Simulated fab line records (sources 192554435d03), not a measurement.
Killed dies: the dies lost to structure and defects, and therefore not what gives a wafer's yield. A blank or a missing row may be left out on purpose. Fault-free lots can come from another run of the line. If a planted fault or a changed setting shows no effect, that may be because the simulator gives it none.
Lot-split experiment || flow n5Finfet || 21 wafers read from 7 lots, route of 1938 steps

## THE SPLIT ITSELF
At N5_MOL_CONTACT_COAG_VIA_ETCH_46 (etches SiO2 in C4F6/O2, target depth 46 nm, overetch 9.2 nm, time 40 s), the setting biasW was moved away from the recipe's 455 W on 8 of the 21 wafers read, by -6.0% to +15.1%. For the rest of the wafers, this setting stayed at what the recipe calls for.

The split's own step is where the reading is taken.

## THE READING
rfVppV, in V, at N5_MOL_CONTACT_COAG_VIA_ETCH_46 (etches SiO2 in C4F6/O2, target depth 46 nm, overetch 9.2 nm, time 40 s). A value of 1582 V with a standard deviation of 22 V is what fault-free wafers of this fab line usually give.

{"wafer": "L080.2", "tool, chamber at the split": "rieDiel-03, 2", "biasW as run, W": 455, "against the recipe": "recipe", "rfVppV, V": 1598, "against lot-mates on the recipe": "-"}
{"wafer": "L080.3", "tool, chamber at the split": "rieDiel-03, 1", "biasW as run, W": 455, "against the recipe": "recipe", "rfVppV, V": 1627, "against lot-mates on the recipe": "-"}
{"wafer": "L080.4", "tool, chamber at the split": "rieDiel-03, 0", "biasW as run, W": 455, "against the recipe": "recipe", "rfVppV, V": 1586, "against lot-mates on the recipe": "-"}
{"wafer": "L085.3", "tool, chamber at the split": "rieDiel-01, 3", "biasW as run, W": 523.7, "against the recipe": "+15.1%", "rfVppV, V": 1767, "against lot-mates on the recipe": "+160"}
{"wafer": "L085.5", "tool, chamber at the split": "rieDiel-01, 1", "biasW as run, W": 455, "against the recipe": "recipe", "rfVppV, V": 1607, "against lot-mates on the recipe": "-"}
{"wafer": "L085.6", "tool, chamber at the split": "rieDiel-01, 2", "biasW as run, W": 523.7, "against the recipe": "+15.1%", "rfVppV, V": 1729, "against lot-mates on the recipe": "+122"}
{"wafer": "L088.2", "tool, chamber at the split": "rieDiel-01, 1", "biasW as run, W": 434.1, "against the recipe": "-4.6%", "rfVppV, V": 1551, "against lot-mates on the recipe": -25}
{"wafer": "L088.3", "tool, chamber at the split": "rieDiel-01, 2", "biasW as run, W": 455, "against the recipe": "recipe", "rfVppV, V": 1559, "against lot-mates on the recipe": "-"}
{"wafer": "L088.5", "tool, chamber at the split": "rieDiel-01, 3", "biasW as run, W": 455, "against the recipe": "recipe", "rfVppV, V": 1593, "against lot-mates on the recipe": "-"}
{"wafer": "L089.3", "tool, chamber at the split": "rieDiel-02, 0", "biasW as run, W": 427.9, "against the recipe": "-6.0%", "rfVppV, V": 1508, "against lot-mates on the recipe": "no lot-mate on the recipe"}
{"wafer": "L089.4", "tool, chamber at the split": "rieDiel-02, 3", "biasW as run, W": 427.9, "against the recipe": "-6.0%", "rfVppV, V": 1494, "against lot-mates on the recipe": "no lot-mate on the recipe"}
{"wafer": "L089.6", "tool, chamber at the split": "rieDiel-02, 3", "biasW as run, W": 427.9, "against the recipe": "-6.0%", "rfVppV, V": 1495, "against lot-mates on the recipe": "no lot-mate on the recipe"}
{"wafer": "L090.1", "tool, chamber at the split": "rieDiel-01, 0", "biasW as run, W": 455, "against the recipe": "recipe", "rfVppV, V": 1570, "against lot-mates on the recipe": "-"}
{"wafer": "L090.4", "tool, chamber at the split": "rieDiel-01, 2", "biasW as run, W": 455, "against the recipe": "recipe", "rfVppV, V": 1557, "against lot-mates on the recipe": "-"}
{"wafer": "L090.5", "tool, chamber at the split": "rieDiel-01, 0", "biasW as run, W": 455, "against the recipe": "recipe", "rfVppV, V": 1569, "against lot-mates on the recipe": "-"}
{"wafer": "L091.2", "tool, chamber at the split": "rieDiel-02, 0", "biasW as run, W": 455, "against the recipe": "recipe", "rfVppV, V": 1579, "against lot-mates on the recipe": "-"}
{"wafer": "L091.5", "tool, chamber at the split": "rieDiel-02, 2", "biasW as run, W": 455, "against the recipe": "recipe", "rfVppV, V": 1546, "against lot-mates on the recipe": "-"}
{"wafer": "L091.6", "tool, chamber at the split": "rieDiel-02, 1", "biasW as run, W": 455, "against the recipe": "recipe", "rfVppV, V": 1612, "against lot-mates on the recipe": "-"}
{"wafer": "L095.1", "tool, chamber at the split": "rieDiel-02, 2", "biasW as run, W": 489.5, "against the recipe": "+7.6%", "rfVppV, V": 1633, "against lot-mates on the recipe": "+55"}
{"wafer": "L095.2", "tool, chamber at the split": "rieDiel-02, 0", "biasW as run, W": 455, "against the recipe": "recipe", "rfVppV, V": 1578, "against lot-mates on the recipe": "-"}
{"wafer": "L095.4", "tool, chamber at the split": "rieDiel-02, 3", "biasW as run, W": 489.5, "against the recipe": "+7.6%", "rfVppV, V": 1651, "against lot-mates on the recipe": "+73"}

FIT RESULTS
A straight line over all 21 wafers: rfVppV changes by +10.9 V for each +1% of biasW; r = +0.94; the points scatter about the line by 23 V.
The same after taking each lot's own level away (the mean of its wafers on the recipe; 18 wafers): +8.95 V for each +1%; r = +0.94; scatter 18 V.
Per that fit: largest biasW move, reading shift of 1.4e+02 V.
Measured against the standard deviation above, the lots' own levels, which go from 1565.3 to 1607.0 V, span 1.9 times it.
Hence the slope depends on the lot-to-lot level, as the two fits are not the same.
Check: for one of the wafers moved furthest among these (+15.1%), held out of the fit, the line's prediction against its lot-mates is +121 V. Against them it came out at +160 V.
Tool readings at the split's step, against how far the setting was moved: rfVppV r = +0.94.

## THE OTHER SPLITS THESE WAFERS WENT THROUGH
Before the reading, these wafers also passed through other splits. Each is held against what the fit with the lots' levels taken away leaves over:
{"other split on the same wafers": "N5_MOL_CONTACT_COAG_ETCHBACK_135 timeS", "wafers away from the commonest value": 9, "r with rfVppV (lot level and that fit taken away)": -0.01}

## THE FILE'S OWN FIT
rfVppV changes by +8.91 V for each +1% of biasW, r = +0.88.
